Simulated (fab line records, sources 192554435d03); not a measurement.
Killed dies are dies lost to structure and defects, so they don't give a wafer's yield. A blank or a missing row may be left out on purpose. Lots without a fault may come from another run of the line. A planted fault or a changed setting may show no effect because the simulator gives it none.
Split-lot experiment | flow n5_finfet | 7 lots, 21 wafers read, on a route of 1938 steps

THE SPLIT
At N5_DUMMY_GATE_COAT_09 (resist thk 30 nm), the setting spin_rpm was moved away from the recipe's 1500 rpm on 8 of the 21 wafers read, by -7.9% to +9.5%. The other wafers ran this setting at the recipe's value.

FROM THE SPLIT TO THE READING: what the file shows between them, 3 steps
- N5_DUMMY_GATE_EBR_11
- N5_DUMMY_GATE_SOFTBAKE_10: time 60 s
- N5_DUMMY_GATE_DESCUM_20: chemistry O2, time 6.2 s

THE READING
CAR-EUV_of_DUMMY_GATE_COAT_09.thk_nm (the simulator's own value, which no gauge read), in nm, at N5_DUMMY_GATE_ETCH_29 (etches underlayer in N2/H2, target depth 13 nm). The file gives no usual value for it. The 13 wafers here that ran the recipe average 18.9 nm, standard deviation 0.2 nm.

wafer  | tool, chamber at the split | spin_rpm as run, rpm | against the recipe | CAR-EUV_of_DUMMY_GATE_COAT_09.thk_nm, nm | against lot-mates on the recipe
L078.1 | litho_track-05, 0          | 1405                 | -6.3%              | 20.2                                     | +1.0
L078.3 | litho_track-05, 0          | 1500                 | recipe             | 19.2                                     | -
L078.4 | litho_track-05, 0          | 1405                 | -6.3%              | 19.8                                     | +0.6
L079.2 | litho_track-02, 0          | 1500                 | recipe             | 18.6                                     | -
L079.5 | litho_track-02, 0          | 1500                 | recipe             | 19                                       | -
L079.6 | litho_track-02, 0          | 1430                 | -4.7%              | 19.6                                     | +0.8
L081.3 | litho_track-02, 0          | 1500                 | recipe             | 19                                       | -
L081.5 | litho_track-02, 0          | 1500                 | recipe             | 18.8                                     | -
L081.6 | litho_track-02, 0          | 1500                 | recipe             | 18.8                                     | -
L083.3 | litho_track-01, 0          | 1500                 | recipe             | 18.8                                     | -
L083.4 | litho_track-01, 0          | 1381                 | -7.9%              | 20.2                                     | +1.4
L083.5 | litho_track-01, 0          | 1381                 | -7.9%              | 20                                       | +1.2
L085.3 | litho_track-02, 0          | 1500                 | recipe             | 18.8                                     | -
L085.4 | litho_track-02, 0          | 1500                 | recipe             | 18.6                                     | -
L085.5 | litho_track-02, 0          | 1500                 | recipe             | 18.6                                     | -
L090.1 | litho_track-05, 0          | 1500                 | recipe             | 19                                       | -
L090.3 | litho_track-05, 0          | 1500                 | recipe             | 19                                       | -
L090.4 | litho_track-05, 0          | 1500                 | recipe             | 19.2                                     | -
L095.4 | litho_track-02, 0          | 1643                 | +9.5%              | 17.6                                     | no lot-mate on the recipe
L095.5 | litho_track-02, 0          | 1643                 | +9.5%              | 17.4                                     | no lot-mate on the recipe
L095.6 | litho_track-02, 0          | 1643                 | +9.5%              | 17.4                                     | no lot-mate on the recipe

THE FIT
A straight line over all 21 wafers: CAR-EUV_of_DUMMY_GATE_COAT_09.thk_nm changes by -0.154 nm for each +1% of spin_rpm; r = -0.97; the points scatter about the line by 0.19 nm.
The same after taking each lot's own level away (the mean of its wafers on the recipe; 18 wafers): -0.152 nm for each +1%; r = -0.96; scatter 0.15 nm.
On that fit, the largest move of spin_rpm shifts the reading by 1.4 nm.
The lots' own levels span 18.67 to 19.20 nm, that is 2.7 times the standard deviation above.
So the lot-to-lot level changes the slope little: the two slopes agree.
Check: with one of the wafers moved furthest among these (-7.9%) left out of the fit, the line predicts +1.12 nm for it against its lot-mates. It came out at +1.4 nm against them.

OTHER SPLITS ON THESE WAFERS
These wafers also went through other splits before the reading. Each is held against what the fit with the lots' levels taken away leaves over:
other split on the same wafers | wafers away from the commonest value | r with CAR-EUV_of_DUMMY_GATE_COAT_09.thk_nm (lot level and that fit taken away)
N5_FIN_CUT_COAT_18 spin_rpm    | 5                                    | -0.04
N5_FIN_CUT_EXPOSE_05 dose_mj   | 6                                    | +0.34
N5_DUMMY_GATE_COAT_28 spin_rpm | 6                                    | -0.50

THE WHOLE CHAIN: every reading that the file lists as answering this split, in the file's order
step                    | what it does                                   | reading                                                                               | change (the file's fit)                                                                                                | r (the file's)
N5_DUMMY_GATE_COAT_09   | resist thk 30 nm                               | CAR-EUV_of_DUMMY_GATE_COAT_09.thk_nm (the simulator's own value, which no gauge read) | -0.163 nm for each +1% of the setting                                                                                  | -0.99
N5_DUMMY_GATE_DESCUM_20 | chemistry O2, time 6.2 s                       | CAR-EUV_of_DUMMY_GATE_COAT_09.thk_nm (the simulator's own value, which no gauge read) | -0.143 nm for each +1% of the setting                                                                                  | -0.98
N5_DUMMY_GATE_ETCH_29   | etches underlayer in N2/H2, target depth 13 nm | CAR-EUV_of_DUMMY_GATE_COAT_09.thk_nm (the simulator's own value, which no gauge read) | -0.153 nm for each +1% of the setting                                                                                  | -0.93
N5_PASSIVATION_PROBE_49 |                                                | defect_limited_yield                                                                  | -2.22 for each +1% of the setting, in a fit together with time_s@PASSIVATION_PASS_ETCH_47,ald_cycles@HKMG_FIN_ALD_79   | 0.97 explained
N5_PASSIVATION_PROBE_49 |                                                | killed_dies                                                                           | +26.2 for each +1% of the setting, in a fit together with time_s@PASSIVATION_PASS_ETCH_47,ald_cycles@HKMG_FIN_ALD_79   | 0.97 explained
N5_PASSIVATION_PROBE_49 |                                                | sort_yield_pct                                                                        | -2.25 % for each +1% of the setting, in a fit together with time_s@PASSIVATION_PASS_ETCH_47,ald_cycles@HKMG_FIN_ALD_79 | 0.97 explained

THE FILE'S OWN FIT
CAR-EUV_of_DUMMY_GATE_COAT_09.thk_nm changes by -0.153 nm for each +1% of spin_rpm, r = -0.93.
